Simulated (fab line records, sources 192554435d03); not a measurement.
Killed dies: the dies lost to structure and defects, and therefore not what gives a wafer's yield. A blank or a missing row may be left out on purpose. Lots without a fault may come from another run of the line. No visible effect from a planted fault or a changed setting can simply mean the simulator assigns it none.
Which tool is to blame?    flow n5 finfet    45 wafers from 15 lots sampled at 4 of the route's 1938 steps

== WHAT EACH GAUGE READ, for each wafer ==
N5_BEOL_M12_THK_MEAS_01.
lot   measured      on             M12_ILD_THK (nm)
L821  day 10 18:25  film metro-02  655 681 668
L824  day 11 08:53  film metro-02  646 658 655
L828  day 12 20:28  film metro-01  654 665 665
L827  day 13 12:59  film metro-01  643 660 658
L832  day 14 06:59  film metro-01  648 655 650
L833  day 14 19:27  film metro-01  664 660 667
L831  day 14 22:18  film metro-01  650 648 667
L836  day 15 14:14  film metro-01  668 672 668
L835  day 15 18:17  film metro-02  656 663 664
L841  day 16 03:26  film metro-02  655 651 655
L837  day 16 11:33  film metro-02  668 674 685
L843  day 16 17:52  film metro-02  661 662 666
L840  day 16 19:26  film metro-01  651 663 660
L839  day 16 20:02  film metro-02  655 667 662
L842  day 17 01:06  film metro-02  655 658 664

N5_BEOL_M12_INSPECT_12: inspects for defects (macro).
lot   measured      on                 raw defect count
L821  day 10 18:46  defect inspect-02  1 3 2
L824  day 11 09:14  defect inspect-02  4 3 0
L828  day 12 20:49  defect inspect-01  2 2 2
L827  day 13 13:20  defect inspect-02  2 1 4
L832  day 14 07:28  defect inspect-01  1 1 2
L833  day 14 19:56  defect inspect-02  2 4 3
L831  day 14 22:47  defect inspect-01  2 2 1
L836  day 15 14:43  defect inspect-01  0 0 1
L835  day 15 18:46  defect inspect-01  4 2 1
L841  day 16 03:55  defect inspect-02  0 2 0
L837  day 16 11:55  defect inspect-01  0 3 3
L843  day 16 18:20  defect inspect-02  3 2 0
L840  day 16 19:47  defect inspect-02  4 3 5
L839  day 16 20:31  defect inspect-02  6 1 1
L842  day 17 01:35  defect inspect-02  2 5 3

N5_BEOL_M12_OCD_MEAS_35.
lot   measured      on      trench depth nm (nm)
L821  day 10 20:44  ocd-02  314 317 312
L824  day 11 11:20  ocd-02  322 314 323
L828  day 12 22:27  ocd-01  311 313 312
L827  day 13 14:57  ocd-02  309 315 310
L832  day 14 09:04  ocd-01  311 316 313
L833  day 14 21:40  ocd-01  - - -
L831  day 15 00:22  ocd-02  - - -
L836  day 15 16:18  ocd-01  323 331 318
L835  day 15 20:24  ocd-02  - - -
L841  day 16 05:23  ocd-02  331 317 318
L837  day 16 13:49  ocd-01  327 329 317
L843  day 16 19:48  ocd-01  318 312 318
L840  day 16 21:22  ocd-01  328 311 314
L839  day 16 22:11  ocd-02  317 326 327
L842  day 17 03:26  ocd-02  314 326 312

== WHAT TOOL EACH LOT RAN ON (gives the tool, then ch and the chambers of the sampled wafers, and finally the start) ==
lot   N5_BEOL_M12_PEB_26
L821  litho track-01 ch 0, day 10 19:50
L824  litho track-04 ch 0, day 11 10:37
L828  litho track-05 ch 0, day 12 21:44
L827  litho track-05 ch 0, day 13 14:12
L832  litho track-01 ch 0, day 14 08:20
L833  litho track-05, day 14 20:57
L831  litho track-04, day 14 23:38
L836  litho track-04 ch 0, day 15 15:35
L835  litho track-05, day 15 19:38
L841  litho track-01 ch 0, day 16 04:40
L837  litho track-01 ch 0, day 16 12:39
L843  litho track-04 ch 0, day 16 19:05
L840  litho track-05 ch 0, day 16 20:39
L839  litho track-05 ch 0, day 16 21:23
L842  litho track-01 ch 0, day 17 02:27
- N5_BEOL_M12_PEB_26: peb time 90 s.

== AS READ BY THE TOOLS THEMSELVES (means over the sampled wafers that have a number; for cases with no such wafer, the mark the record gives instead) ==
N5_BEOL_M12_PEB_26.
lot   tool            chill plate temp C (C)  exhaust pa (Pa)
L821  litho track-01  22.85                   45.3
L824  litho track-04  22.91                   44.7
L828  litho track-05  23.12                   45.1
L827  litho track-05  22.87                   44.9
L832  litho track-01  22.89                   44.6
L833  litho track-05  -                       -
L831  litho track-04  -                       -
L836  litho track-04  23.05                   45.8
L835  litho track-05  -                       -
L841  litho track-01  23.08                   43.7
L837  litho track-01  22.95                   44.5
L843  litho track-04  23.05                   45.3
L840  litho track-05  23.02                   45.5
L839  litho track-05  23.13                   44.0
L842  litho track-01  23.11                   46.1

== THE ANSWER, worked out from the rows above alone ==
Rule: what is usual is taken from the lots themselves. The widest of any qualifying gaps counts: lots, ordered by their means at a reading, are off when they make up no more than a third of the lots, leave a main group of 4 or more, and stand apart from it by 3 or more times the standard deviation of that group's means. A main group is skipped when, at the precision printed for the reading in the tables above, its means are all equal. A lot without any number at a reading at which 4 lots or more have one is off too. Any other lot the step has rows for is counted as sound. First the gauges in route order, then the tools' own readings, where a lot's mean is used as printed above. The first step at which some lot is off is used, and at that step the reading that is off furthest; a lot without a number counts as furthest.
Off: L833, L831, L835, at N5_BEOL_M12_OCD_MEAS_35 (trench depth nm). Without a number there: L833, L831, L835. Mean 318 nm and standard deviation 4.5 in the main group.
If a tool, at a process step before that reading, ran all the lots that are off and no sound lot after the first of them, it fits. Not tried: the gauges at N5_BEOL_M12_OCD_MEAS_35; whatever is off there is also off at N5_BEOL_M12_PEB_26, on other tools, and gauge error can't account for it. None of those tried fits.

== WHAT THE SIMULATOR HAD PUT IN ==
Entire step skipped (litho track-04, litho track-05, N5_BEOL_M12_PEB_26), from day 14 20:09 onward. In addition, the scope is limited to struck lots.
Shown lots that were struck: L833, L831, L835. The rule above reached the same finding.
